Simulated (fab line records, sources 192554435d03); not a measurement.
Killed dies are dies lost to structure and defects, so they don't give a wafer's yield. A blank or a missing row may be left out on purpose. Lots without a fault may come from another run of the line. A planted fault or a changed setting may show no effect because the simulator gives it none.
A sampling plan put to the test | flow n5_finfet | one fab line, 72 faults that these records tell of, each judged on the records of the lots that it struck
The plan is the line's own looks: the steps of the route at which a gauge or an inspection reads the wafer and doesn't change it. A look can be judged if struck wafers have a number there and the file gives its usual mean and standard deviation on fault-free wafers. Caught: at a look after the fault's first step, the mean of the struck wafers lies 4 or more of those standard deviations (sigma) from the usual mean. On the tool: the same test on the tool's own readings at the fault's steps. Another recipe on the struck wafers, or a record that is blank for them alone, also counts as caught.

THE FAULTS, as the simulator had put them in
1. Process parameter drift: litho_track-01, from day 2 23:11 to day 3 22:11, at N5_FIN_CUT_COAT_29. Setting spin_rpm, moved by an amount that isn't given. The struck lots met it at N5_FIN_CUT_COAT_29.
2. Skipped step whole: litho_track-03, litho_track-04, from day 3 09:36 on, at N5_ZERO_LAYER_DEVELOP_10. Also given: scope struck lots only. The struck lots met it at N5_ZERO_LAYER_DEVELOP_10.
3. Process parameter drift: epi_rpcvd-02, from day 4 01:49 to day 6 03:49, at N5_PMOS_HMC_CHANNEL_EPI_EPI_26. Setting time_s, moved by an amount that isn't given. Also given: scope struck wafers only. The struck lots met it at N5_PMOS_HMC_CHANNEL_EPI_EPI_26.
4. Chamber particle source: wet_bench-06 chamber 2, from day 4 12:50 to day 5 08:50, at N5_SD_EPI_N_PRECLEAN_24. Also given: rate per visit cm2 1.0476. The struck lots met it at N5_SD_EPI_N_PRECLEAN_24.
5. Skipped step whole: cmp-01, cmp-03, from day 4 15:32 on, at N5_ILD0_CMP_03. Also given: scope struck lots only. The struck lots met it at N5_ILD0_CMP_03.
6. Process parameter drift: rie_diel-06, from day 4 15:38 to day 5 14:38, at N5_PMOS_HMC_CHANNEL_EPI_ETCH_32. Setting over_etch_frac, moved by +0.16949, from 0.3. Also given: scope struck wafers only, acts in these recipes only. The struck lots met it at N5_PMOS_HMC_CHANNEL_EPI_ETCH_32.
7. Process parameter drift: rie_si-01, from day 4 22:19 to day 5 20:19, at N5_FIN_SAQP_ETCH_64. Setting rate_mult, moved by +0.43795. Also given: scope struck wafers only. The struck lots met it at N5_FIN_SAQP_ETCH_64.
8. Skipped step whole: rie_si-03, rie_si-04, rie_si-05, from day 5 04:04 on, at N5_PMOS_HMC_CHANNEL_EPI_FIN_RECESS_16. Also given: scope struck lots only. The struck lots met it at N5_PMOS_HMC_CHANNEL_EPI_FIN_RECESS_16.
9. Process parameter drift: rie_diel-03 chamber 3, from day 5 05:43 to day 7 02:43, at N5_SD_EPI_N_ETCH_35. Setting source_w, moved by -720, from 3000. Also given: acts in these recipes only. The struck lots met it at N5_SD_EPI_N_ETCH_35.
10. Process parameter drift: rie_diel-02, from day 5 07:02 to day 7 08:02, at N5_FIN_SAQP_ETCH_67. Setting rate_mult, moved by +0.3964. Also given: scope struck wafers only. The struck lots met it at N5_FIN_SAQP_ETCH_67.
11. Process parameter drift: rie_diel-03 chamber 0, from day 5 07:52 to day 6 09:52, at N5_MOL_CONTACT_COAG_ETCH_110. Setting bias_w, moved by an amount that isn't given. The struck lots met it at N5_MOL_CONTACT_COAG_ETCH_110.
12. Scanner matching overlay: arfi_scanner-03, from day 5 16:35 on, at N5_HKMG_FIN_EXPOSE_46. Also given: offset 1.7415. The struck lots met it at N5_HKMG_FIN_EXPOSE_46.
13. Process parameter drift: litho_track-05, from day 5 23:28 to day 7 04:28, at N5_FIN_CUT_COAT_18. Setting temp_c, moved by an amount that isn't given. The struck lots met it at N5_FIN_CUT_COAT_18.
14. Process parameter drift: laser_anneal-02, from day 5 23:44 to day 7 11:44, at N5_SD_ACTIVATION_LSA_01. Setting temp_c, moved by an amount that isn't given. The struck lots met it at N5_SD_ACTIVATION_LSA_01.
15. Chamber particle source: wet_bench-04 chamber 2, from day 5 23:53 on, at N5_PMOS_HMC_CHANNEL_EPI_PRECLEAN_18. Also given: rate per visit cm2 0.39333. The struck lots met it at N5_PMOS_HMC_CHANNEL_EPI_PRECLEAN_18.
16. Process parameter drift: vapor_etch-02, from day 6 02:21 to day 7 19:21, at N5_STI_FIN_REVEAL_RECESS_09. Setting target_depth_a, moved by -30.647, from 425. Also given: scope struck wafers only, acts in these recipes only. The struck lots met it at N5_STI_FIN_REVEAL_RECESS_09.
17. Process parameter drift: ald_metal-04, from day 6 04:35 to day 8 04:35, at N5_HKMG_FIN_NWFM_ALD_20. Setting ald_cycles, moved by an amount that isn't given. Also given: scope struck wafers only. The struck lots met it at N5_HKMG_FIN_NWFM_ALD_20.
18. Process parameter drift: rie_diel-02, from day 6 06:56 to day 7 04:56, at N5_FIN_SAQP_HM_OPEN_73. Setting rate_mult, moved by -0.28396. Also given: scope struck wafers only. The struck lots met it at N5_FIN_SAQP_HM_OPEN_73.
19. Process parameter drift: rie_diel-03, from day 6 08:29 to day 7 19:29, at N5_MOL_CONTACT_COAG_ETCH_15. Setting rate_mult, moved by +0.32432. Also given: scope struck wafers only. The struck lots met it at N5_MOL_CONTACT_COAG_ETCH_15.
20. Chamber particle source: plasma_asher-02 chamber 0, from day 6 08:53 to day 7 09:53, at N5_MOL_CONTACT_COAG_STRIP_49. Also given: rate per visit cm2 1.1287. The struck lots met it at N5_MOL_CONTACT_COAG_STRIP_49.
21. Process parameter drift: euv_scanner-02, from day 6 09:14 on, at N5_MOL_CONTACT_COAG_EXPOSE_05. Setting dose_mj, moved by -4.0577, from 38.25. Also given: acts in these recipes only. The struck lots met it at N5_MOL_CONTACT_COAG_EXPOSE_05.
22. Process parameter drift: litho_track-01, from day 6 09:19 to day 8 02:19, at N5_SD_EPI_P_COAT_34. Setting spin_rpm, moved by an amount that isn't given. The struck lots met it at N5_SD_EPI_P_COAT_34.
23. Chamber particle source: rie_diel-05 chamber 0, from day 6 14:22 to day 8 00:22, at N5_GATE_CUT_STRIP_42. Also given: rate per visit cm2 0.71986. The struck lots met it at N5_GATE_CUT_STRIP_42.
24. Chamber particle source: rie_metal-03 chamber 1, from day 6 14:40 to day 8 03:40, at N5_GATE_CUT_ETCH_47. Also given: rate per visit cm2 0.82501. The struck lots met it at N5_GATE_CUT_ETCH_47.
25. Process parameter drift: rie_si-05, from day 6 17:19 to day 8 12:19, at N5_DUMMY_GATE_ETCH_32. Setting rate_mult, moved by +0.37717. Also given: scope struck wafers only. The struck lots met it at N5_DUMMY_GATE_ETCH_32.
26. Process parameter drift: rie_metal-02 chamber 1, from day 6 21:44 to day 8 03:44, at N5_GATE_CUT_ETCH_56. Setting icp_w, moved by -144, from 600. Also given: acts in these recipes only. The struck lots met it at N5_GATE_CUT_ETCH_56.
27. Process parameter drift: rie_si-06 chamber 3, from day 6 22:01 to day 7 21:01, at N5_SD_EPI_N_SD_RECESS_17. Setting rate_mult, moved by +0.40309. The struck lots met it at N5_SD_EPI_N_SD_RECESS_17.
28. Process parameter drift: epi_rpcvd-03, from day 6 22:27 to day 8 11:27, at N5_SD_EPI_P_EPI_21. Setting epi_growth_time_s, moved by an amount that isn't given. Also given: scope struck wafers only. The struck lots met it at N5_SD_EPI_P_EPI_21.
29. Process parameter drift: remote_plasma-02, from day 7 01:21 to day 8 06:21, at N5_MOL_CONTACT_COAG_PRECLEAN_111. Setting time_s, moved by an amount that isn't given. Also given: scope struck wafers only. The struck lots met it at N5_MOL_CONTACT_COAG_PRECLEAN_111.
30. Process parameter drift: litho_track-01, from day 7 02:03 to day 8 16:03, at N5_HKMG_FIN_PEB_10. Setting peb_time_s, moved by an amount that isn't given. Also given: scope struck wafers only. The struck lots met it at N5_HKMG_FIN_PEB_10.
31. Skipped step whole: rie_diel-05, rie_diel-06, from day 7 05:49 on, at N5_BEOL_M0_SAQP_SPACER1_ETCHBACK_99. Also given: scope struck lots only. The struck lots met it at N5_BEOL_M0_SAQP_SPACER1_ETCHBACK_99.
32. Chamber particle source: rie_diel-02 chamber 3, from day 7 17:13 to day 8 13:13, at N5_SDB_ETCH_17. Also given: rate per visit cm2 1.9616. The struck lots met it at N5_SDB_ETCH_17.
33. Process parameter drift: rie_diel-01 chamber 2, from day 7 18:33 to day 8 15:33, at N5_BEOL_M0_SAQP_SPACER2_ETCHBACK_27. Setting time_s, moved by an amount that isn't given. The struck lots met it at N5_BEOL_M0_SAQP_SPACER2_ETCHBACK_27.
34. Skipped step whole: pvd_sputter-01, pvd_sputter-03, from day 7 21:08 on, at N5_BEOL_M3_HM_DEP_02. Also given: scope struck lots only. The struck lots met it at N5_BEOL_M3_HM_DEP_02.
35. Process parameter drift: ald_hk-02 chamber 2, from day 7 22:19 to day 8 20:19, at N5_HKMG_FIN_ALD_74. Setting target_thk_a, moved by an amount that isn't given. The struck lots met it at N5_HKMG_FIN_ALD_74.
36. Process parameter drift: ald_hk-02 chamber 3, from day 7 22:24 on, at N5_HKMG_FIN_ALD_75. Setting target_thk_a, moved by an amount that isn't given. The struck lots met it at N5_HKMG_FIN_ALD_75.
37. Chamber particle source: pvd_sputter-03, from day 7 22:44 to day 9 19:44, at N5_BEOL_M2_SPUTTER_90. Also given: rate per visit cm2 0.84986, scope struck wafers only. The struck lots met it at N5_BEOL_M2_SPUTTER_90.
38. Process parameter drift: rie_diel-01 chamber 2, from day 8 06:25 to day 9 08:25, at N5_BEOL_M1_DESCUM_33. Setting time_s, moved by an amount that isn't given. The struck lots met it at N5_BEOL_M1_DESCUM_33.
39. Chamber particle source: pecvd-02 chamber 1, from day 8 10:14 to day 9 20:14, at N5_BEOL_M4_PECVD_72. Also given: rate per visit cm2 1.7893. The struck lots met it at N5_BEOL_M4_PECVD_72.
40. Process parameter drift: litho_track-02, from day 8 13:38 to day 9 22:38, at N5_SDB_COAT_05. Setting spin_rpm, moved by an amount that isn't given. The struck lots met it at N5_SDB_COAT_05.
41. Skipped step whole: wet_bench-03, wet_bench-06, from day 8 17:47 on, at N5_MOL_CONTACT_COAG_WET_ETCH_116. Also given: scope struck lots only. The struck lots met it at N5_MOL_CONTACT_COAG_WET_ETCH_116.
42. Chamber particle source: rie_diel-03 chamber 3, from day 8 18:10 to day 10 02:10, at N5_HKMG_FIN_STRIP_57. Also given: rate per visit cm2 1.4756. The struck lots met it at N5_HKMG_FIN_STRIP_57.
43. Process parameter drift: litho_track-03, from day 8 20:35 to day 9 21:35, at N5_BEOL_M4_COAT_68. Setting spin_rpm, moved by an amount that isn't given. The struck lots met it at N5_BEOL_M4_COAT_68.
44. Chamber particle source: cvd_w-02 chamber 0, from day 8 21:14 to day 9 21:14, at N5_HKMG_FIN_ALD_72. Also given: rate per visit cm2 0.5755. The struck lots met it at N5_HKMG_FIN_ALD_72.
45. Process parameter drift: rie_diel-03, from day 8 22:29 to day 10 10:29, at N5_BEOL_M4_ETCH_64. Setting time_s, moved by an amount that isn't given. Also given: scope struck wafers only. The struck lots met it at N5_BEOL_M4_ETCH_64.
46. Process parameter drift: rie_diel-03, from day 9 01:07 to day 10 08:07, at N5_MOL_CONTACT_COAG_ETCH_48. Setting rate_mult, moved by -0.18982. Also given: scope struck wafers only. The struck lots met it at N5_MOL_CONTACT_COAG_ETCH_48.
47. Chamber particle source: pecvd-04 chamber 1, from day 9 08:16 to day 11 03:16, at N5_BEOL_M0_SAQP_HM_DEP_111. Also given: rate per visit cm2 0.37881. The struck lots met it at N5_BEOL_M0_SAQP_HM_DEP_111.
48. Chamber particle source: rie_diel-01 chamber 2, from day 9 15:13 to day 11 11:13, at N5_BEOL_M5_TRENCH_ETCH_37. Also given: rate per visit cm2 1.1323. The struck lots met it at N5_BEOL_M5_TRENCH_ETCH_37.
49. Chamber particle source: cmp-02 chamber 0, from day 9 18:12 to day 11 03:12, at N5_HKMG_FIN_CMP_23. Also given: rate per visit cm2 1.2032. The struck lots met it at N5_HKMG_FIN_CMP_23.
50. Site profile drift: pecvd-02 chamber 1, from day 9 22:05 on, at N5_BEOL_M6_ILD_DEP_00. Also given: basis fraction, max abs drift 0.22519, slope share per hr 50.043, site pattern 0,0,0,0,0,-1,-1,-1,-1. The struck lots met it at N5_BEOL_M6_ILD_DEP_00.
51. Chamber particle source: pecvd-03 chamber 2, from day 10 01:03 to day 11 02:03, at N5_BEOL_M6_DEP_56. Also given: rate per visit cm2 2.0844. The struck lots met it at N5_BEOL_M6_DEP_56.
52. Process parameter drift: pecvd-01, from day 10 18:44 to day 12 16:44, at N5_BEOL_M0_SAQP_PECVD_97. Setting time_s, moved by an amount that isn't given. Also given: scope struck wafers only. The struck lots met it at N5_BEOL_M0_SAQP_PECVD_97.
53. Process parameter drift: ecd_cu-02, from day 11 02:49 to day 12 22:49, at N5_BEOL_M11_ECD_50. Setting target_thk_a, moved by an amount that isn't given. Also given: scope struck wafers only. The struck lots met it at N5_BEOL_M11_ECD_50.
54. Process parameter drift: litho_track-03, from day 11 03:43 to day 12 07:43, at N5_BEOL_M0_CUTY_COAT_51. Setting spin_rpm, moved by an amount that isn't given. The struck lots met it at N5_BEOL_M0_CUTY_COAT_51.
55. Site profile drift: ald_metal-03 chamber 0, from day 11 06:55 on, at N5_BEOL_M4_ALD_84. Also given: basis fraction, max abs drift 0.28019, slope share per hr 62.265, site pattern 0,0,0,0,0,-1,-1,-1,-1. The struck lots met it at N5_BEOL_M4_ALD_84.
56. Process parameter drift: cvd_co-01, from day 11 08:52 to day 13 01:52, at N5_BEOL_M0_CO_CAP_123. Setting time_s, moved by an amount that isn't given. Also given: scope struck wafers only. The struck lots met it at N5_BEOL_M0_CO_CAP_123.
57. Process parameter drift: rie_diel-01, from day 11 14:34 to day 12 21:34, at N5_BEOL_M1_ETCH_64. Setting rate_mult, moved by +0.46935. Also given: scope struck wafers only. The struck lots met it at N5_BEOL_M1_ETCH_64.
58. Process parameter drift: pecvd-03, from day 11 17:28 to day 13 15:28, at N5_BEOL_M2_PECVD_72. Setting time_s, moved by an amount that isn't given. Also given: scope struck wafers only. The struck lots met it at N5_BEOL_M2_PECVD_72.
59. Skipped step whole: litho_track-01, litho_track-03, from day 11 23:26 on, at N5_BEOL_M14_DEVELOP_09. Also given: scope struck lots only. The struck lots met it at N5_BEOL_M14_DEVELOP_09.
60. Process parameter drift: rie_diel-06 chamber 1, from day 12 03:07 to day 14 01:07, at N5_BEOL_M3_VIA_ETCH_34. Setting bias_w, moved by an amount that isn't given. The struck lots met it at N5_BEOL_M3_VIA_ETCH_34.
61. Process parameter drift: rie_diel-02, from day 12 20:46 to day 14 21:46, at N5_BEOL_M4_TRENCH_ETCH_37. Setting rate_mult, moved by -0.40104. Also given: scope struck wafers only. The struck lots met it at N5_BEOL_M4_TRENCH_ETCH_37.
62. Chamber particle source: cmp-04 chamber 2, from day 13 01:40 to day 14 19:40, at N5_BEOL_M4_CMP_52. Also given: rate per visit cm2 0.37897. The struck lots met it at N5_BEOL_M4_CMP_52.
63. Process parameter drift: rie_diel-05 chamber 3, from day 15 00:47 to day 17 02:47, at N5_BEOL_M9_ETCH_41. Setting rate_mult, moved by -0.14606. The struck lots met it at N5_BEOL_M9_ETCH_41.
64. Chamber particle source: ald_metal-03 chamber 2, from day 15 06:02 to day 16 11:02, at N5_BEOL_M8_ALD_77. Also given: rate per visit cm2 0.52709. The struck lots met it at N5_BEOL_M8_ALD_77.
65. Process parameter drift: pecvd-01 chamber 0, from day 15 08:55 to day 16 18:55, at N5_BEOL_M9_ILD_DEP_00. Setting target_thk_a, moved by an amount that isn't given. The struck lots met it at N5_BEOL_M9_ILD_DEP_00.
66. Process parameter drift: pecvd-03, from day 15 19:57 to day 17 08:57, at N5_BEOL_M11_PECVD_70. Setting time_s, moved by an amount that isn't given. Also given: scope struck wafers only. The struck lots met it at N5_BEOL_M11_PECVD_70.
67. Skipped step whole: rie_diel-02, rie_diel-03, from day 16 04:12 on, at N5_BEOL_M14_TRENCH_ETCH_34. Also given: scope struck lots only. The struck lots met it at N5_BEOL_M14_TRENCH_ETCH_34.
68. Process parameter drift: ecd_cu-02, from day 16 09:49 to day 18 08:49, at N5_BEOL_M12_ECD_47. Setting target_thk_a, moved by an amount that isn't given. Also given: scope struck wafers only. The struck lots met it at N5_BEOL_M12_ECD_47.
69. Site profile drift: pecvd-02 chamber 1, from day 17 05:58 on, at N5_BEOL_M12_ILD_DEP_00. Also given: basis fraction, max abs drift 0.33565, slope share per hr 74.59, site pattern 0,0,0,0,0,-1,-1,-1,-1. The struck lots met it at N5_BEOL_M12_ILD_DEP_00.
70. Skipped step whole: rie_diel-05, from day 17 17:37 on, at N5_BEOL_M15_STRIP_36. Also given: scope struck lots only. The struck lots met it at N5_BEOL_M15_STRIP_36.
71. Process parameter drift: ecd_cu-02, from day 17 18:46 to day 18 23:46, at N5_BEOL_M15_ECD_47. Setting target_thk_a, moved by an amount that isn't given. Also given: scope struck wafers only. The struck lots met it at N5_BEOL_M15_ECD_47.
72. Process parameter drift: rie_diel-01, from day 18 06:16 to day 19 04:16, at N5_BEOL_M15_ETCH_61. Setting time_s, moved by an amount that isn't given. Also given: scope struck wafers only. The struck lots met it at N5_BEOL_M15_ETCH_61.

WHAT THE PLAN SAW
fault | on the tool itself                               | first look that catches it                      | reading, sigma                                      | median hours from its first step to that look | hours from the fault's start to the first struck lot there | judged looks passed uncaught
1     | spin_speed_rpm +99 or beyond sigma               | none of the 2 looks that can be judged after it | -                                                   | -                                             | -                                                          | 2
2     | no reading that can be judged                    | no look after it can be judged                  | -                                                   | -                                             | -                                                          | 0
3     | under 2 sigma                                    | not the one look that can be judged after it    | -                                                   | -                                             | -                                                          | 1
4     | no reading that can be judged                    | N5_SD_EPI_N_INSPECT_26                          | raw_defect_count +20                                | 1.0                                           | 15                                                         | 0
5     | no reading that can be judged                    | no look after it can be judged                  | -                                                   | -                                             | -                                                          | 0
6     | under 2 sigma                                    | not the one look that can be judged after it    | -                                                   | -                                             | -                                                          | 1
7     | oes_product_au +12 sigma                         | not the one look that can be judged after it    | -                                                   | -                                             | -                                                          | 1
8     | the tool's record is blank for the struck wafers | N5_BEOL_M4_RC_MEAS_101                          | VT_P_LONG -71                                       | 183.2                                         | 185                                                        | 0
9     | rf_fwd_power_W -77 sigma                         | no look after it can be judged                  | -                                                   | -                                             | -                                                          | 0
10    | under 2 sigma                                    | not the one look that can be judged after it    | -                                                   | -                                             | -                                                          | 1
11    | bias_w -83 sigma                                 | not the one look that can be judged after it    | -                                                   | -                                             | -                                                          | 1
12    | no reading that can be judged                    | not the one look that can be judged after it    | -                                                   | -                                             | -                                                          | 1
13    | plate_temp_C -99 or beyond sigma                 | not the one look that can be judged after it    | -                                                   | -                                             | -                                                          | 1
14    | wafer_temp_C_max -6.8 sigma                      | N5_SD_ACTIVATION_RS_MEAS_03                     | RS_SD_N +5.1                                        | 0.2                                           | 8                                                          | 0
15    | no reading that can be judged                    | none of the 3 looks that can be judged after it | -                                                   | -                                             | -                                                          | 3
16    | under 2 sigma                                    | N5_STI_FIN_REVEAL_FIN_H_MEAS_10                 | trench_depth_nm -4.5                                | 2.7                                           | 6                                                          | 0
17    | under 2 sigma                                    | N5_BEOL_M4_RC_MEAS_101                          | VT_N_LONG +11                                       | 118.8                                         | 90                                                         | 0
18    | under 2 sigma                                    | not the one look that can be judged after it    | -                                                   | -                                             | -                                                          | 1
19    | under 2 sigma                                    | not the one look that can be judged after it    | -                                                   | -                                             | -                                                          | 1
20    | under 2 sigma                                    | not the one look that can be judged after it    | -                                                   | -                                             | -                                                          | 1
21    | exposure_dose_mJ_cm2 -73 sigma                   | N5_MOL_CONTACT_COAG_CD_MEAS_08                  | cd_nm -9.9                                          | 0.1                                           | 5                                                          | 0
22    | spin_speed_rpm -46 sigma                         | not the one look that can be judged after it    | -                                                   | -                                             | -                                                          | 1
23    | under 2 sigma                                    | none of the 2 looks that can be judged after it | -                                                   | -                                             | -                                                          | 2
24    | under 2 sigma                                    | not the one look that can be judged after it    | -                                                   | -                                             | -                                                          | 1
25    | oes_product_au +15 sigma                         | none of the 2 looks that can be judged after it | -                                                   | -                                             | -                                                          | 2
26    | rf_fwd_power_W -70 sigma                         | not the one look that can be judged after it    | -                                                   | -                                             | -                                                          | 1
27    | oes_product_au +5.7 sigma                        | not the one look that can be judged after it    | -                                                   | -                                             | -                                                          | 1
28    | under 2 sigma                                    | N5_SD_ACTIVATION_RS_MEAS_03                     | RS_SD_P -4.4                                        | 3.5                                           | 9                                                          | 1
29    | under 2 sigma                                    | not the one look that can be judged after it    | -                                                   | -                                             | -                                                          | 1
30    | no reading that can be judged                    | N5_HKMG_FIN_CD_MEAS_12                          | cd_nm +16                                           | 0.1                                           | 18                                                         | 0
31    | the tool's record is blank for the struck wafers | no look after it can be judged                  | -                                                   | -                                             | -                                                          | 0
32    | under 2 sigma                                    | no look after it can be judged                  | -                                                   | -                                             | -                                                          | 0
33    | under 2 sigma                                    | not the one look that can be judged after it    | -                                                   | -                                             | -                                                          | 1
34    | the tool's record is blank for the struck wafers | no look after it can be judged                  | -                                                   | -                                             | -                                                          | 0
35    | under 2 sigma                                    | not the one look that can be judged after it    | strongest: VT_N_LVT at N5_BEOL_M4_RC_MEAS_101, +2.8 | -                                             | -                                                          | 1
36    | under 2 sigma                                    | none of the 3 looks that can be judged after it | -                                                   | -                                             | -                                                          | 3
37    | under 2 sigma                                    | not the one look that can be judged after it    | -                                                   | -                                             | -                                                          | 1
38    | under 2 sigma                                    | not the one look that can be judged after it    | -                                                   | -                                             | -                                                          | 1
39    | under 2 sigma                                    | N5_BEOL_M4_INSPECT_13                           | raw_defect_count +12                                | 0.9                                           | 23                                                         | 0
40    | spin_speed_rpm +99 or beyond sigma               | not the one look that can be judged after it    | -                                                   | -                                             | -                                                          | 1
41    | the tool's record is blank for the struck wafers | no look after it can be judged                  | -                                                   | -                                             | -                                                          | 0
42    | under 2 sigma                                    | none of the 2 looks that can be judged after it | -                                                   | -                                             | -                                                          | 2
43    | spin_speed_rpm +99 or beyond sigma               | not the one look that can be judged after it    | -                                                   | -                                             | -                                                          | 1
44    | under 2 sigma                                    | no look after it can be judged                  | -                                                   | -                                             | -                                                          | 0
45    | under 2 sigma                                    | not the one look that can be judged after it    | -                                                   | -                                             | -                                                          | 1
46    | only faintly: rf_vpp_V -2.1 sigma                | not the one look that can be judged after it    | strongest: SS_N at N5_BEOL_M4_RC_MEAS_101, -2.6     | -                                             | -                                                          | 1
47    | under 2 sigma                                    | N5_BEOL_M0_SAQP_INSPECT_16                      | raw_defect_count +4.6                               | 0.8                                           | 34                                                         | 0
48    | under 2 sigma                                    | no look after it can be judged                  | -                                                   | -                                             | -                                                          | 0
49    | under 2 sigma                                    | no look after it can be judged                  | -                                                   | -                                             | -                                                          | 0
50    | under 2 sigma                                    | N5_BEOL_M6_THK_MEAS_01                          | M6_ILD_THK -6.6                                     | 0.6                                           | 4                                                          | 0
51    | under 2 sigma                                    | N5_BEOL_M6_INSPECT_58                           | raw_defect_count +60                                | 0.1                                           | 2                                                          | 0
52    | under 2 sigma                                    | not the one look that can be judged after it    | -                                                   | -                                             | -                                                          | 1
53    | no reading that can be judged                    | no look after it can be judged                  | -                                                   | -                                             | -                                                          | 0
54    | spin_speed_rpm -99 or beyond sigma               | not the one look that can be judged after it    | -                                                   | -                                             | -                                                          | 1
55    | under 2 sigma                                    | N5_BEOL_M4_RC_MEAS_101                          | COMB_M4_max_site +11                                | 4.6                                           | 49                                                         | 0
56    | run_length_s -99 or beyond sigma                 | not the one look that can be judged after it    | -                                                   | -                                             | -                                                          | 1
57    | under 2 sigma                                    | none of the 3 looks that can be judged after it | strongest: cd_nm at N5_BEOL_M1_CD_MEAS_18, +3.6     | -                                             | -                                                          | 3
58    | under 2 sigma                                    | not the one look that can be judged after it    | -                                                   | -                                             | -                                                          | 1
59    | no reading that can be judged                    | no look after it can be judged                  | -                                                   | -                                             | -                                                          | 0
60    | bias_w +67 sigma                                 | not the one look that can be judged after it    | -                                                   | -                                             | -                                                          | 1
61    | only faintly: oes_product_au -2.6 sigma          | N5_BEOL_M4_OCD_MEAS_38                          | trench_depth_nm -16                                 | 0.2                                           | 5                                                          | 0
62    | under 2 sigma                                    | N5_BEOL_M4_INSPECT_59                           | raw_defect_count +12                                | 0.6                                           | 6                                                          | 0
63    | under 2 sigma                                    | no look after it can be judged                  | -                                                   | -                                             | -                                                          | 0
64    | under 2 sigma                                    | not the one look that can be judged after it    | -                                                   | -                                             | -                                                          | 1
65    | only faintly: throttle_valve_pct +2.4 sigma      | N5_BEOL_M9_THK_MEAS_01                          | M9_ILD_THK +5.1                                     | 0.6                                           | 2                                                          | 0
66    | under 2 sigma                                    | no look after it can be judged                  | -                                                   | -                                             | -                                                          | 0
67    | the tool's record is blank for the struck wafers | N5_BEOL_M14_OCD_MEAS_35                         | trench_depth_nm -30                                 | 0.2                                           | 12                                                         | 0
68    | no reading that can be judged                    | N5_BEOL_M12_THK_MEAS_50                         | M12_THK -21                                         | 0.7                                           | 9                                                          | 0
69    | under 2 sigma                                    | N5_BEOL_M12_THK_MEAS_01                         | M12_ILD_THK -11                                     | 0.1                                           | 1                                                          | 0
70    | no reading that can be judged                    | no look after it can be judged                  | -                                                   | -                                             | -                                                          | 0
71    | no reading that can be judged                    | N5_BEOL_M15_THK_MEAS_50                         | M15_THK -4.4                                        | 0.8                                           | 1                                                          | 0
72    | run_length_s +41 sigma                           | no look after it can be judged                  | -                                                   | -                                             | -                                                          | 0
A dash: the fault isn't caught, or these records don't give the number.

Caught at a look: 20 of 72. Caught on the tool: 22 of 72. By one or the other: 38 of 72.
Caught on the tool alone: faults 1, 7, 9, 11, 13, 22, 25, 26, 27, 31, 34, 40, 41, 43, 54, 56, 60, 72.
Caught at a look alone: faults 4, 16, 17, 28, 30, 39, 47, 50, 51, 55, 61, 62, 65, 68, 69, 71.
Caught by neither: faults 2, 3, 5, 6, 10, 12, 15, 18, 19, 20, 23, 24, 29, 32, 33, 35, 36, 37, 38, 42, 44, 45, 46, 48, 49, 52, 53, 57, 58, 59, 63, 64, 66, 70.

THINNER SAMPLING
If the look that catches a fault measured only every second or every third lot, by lot number, the first struck lot would be measured this late in the worst case:
fault | struck lots at that look, in order of time | every lot | every second lot | every third lot
4     | L428                                       | 15 h      | may miss it      | may miss it
8     | L535, L537, L536                           | 185 h     | 203 h            | 203 h
14    | L224, L226, L229                           | 8 h       | 35 h             | may miss all 3
16    | L101                                       | 6 h       | may miss it      | may miss it
17    | L520, L524                                 | 90 h      | may miss all 2   | may miss all 2
21    | L622, L621, L623                           | 5 h       | 6 h              | 11 h
28    | L925, L928, L929                           | 9 h       | 25 h             | may miss all 3
30    | L939                                       | 18 h      | may miss it      | may miss it
39    | L161                                       | 23 h      | may miss it      | may miss it
47    | L824                                       | 34 h      | may miss it      | may miss it
50    | L804, L812                                 | 4 h       | may miss all 2   | may miss all 2
51    | L487, L486, L488                           | 2 h       | 5 h              | 7 h
55    | L153, L155                                 | 49 h      | may miss all 2   | may miss all 2
61    | L192, L187, L193                           | 5 h       | 5 h              | may miss all 3
62    | L568, L570                                 | 6 h       | may miss all 2   | may miss all 2
65    | L233                                       | 2 h       | may miss it      | may miss it
67    | L991, L995, L993                           | 12 h      | may miss all 3   | 44 h
68    | L729, L731, L727                           | 9 h       | may miss all 3   | 28 h
69    | L667, L666                                 | 1 h       | 15 h             | may miss all 2
71    | L892, L886                                 | 1 h       | may miss all 2   | may miss all 2
Hours are from the fault's start to the first struck lot that is measured. The limit of 4 sigma was tested on all struck wafers together, so one lot alone may lie under it. Other struck lots may not be in these records.

THE LONGEST TIMED WAY FROM STEP TO LOOK
Fault 8: a median of 183.2 hours passes between N5_PMOS_HMC_CHANNEL_EPI_FIN_RECESS_16 and N5_BEOL_M4_RC_MEAS_101. No look between them can be judged.
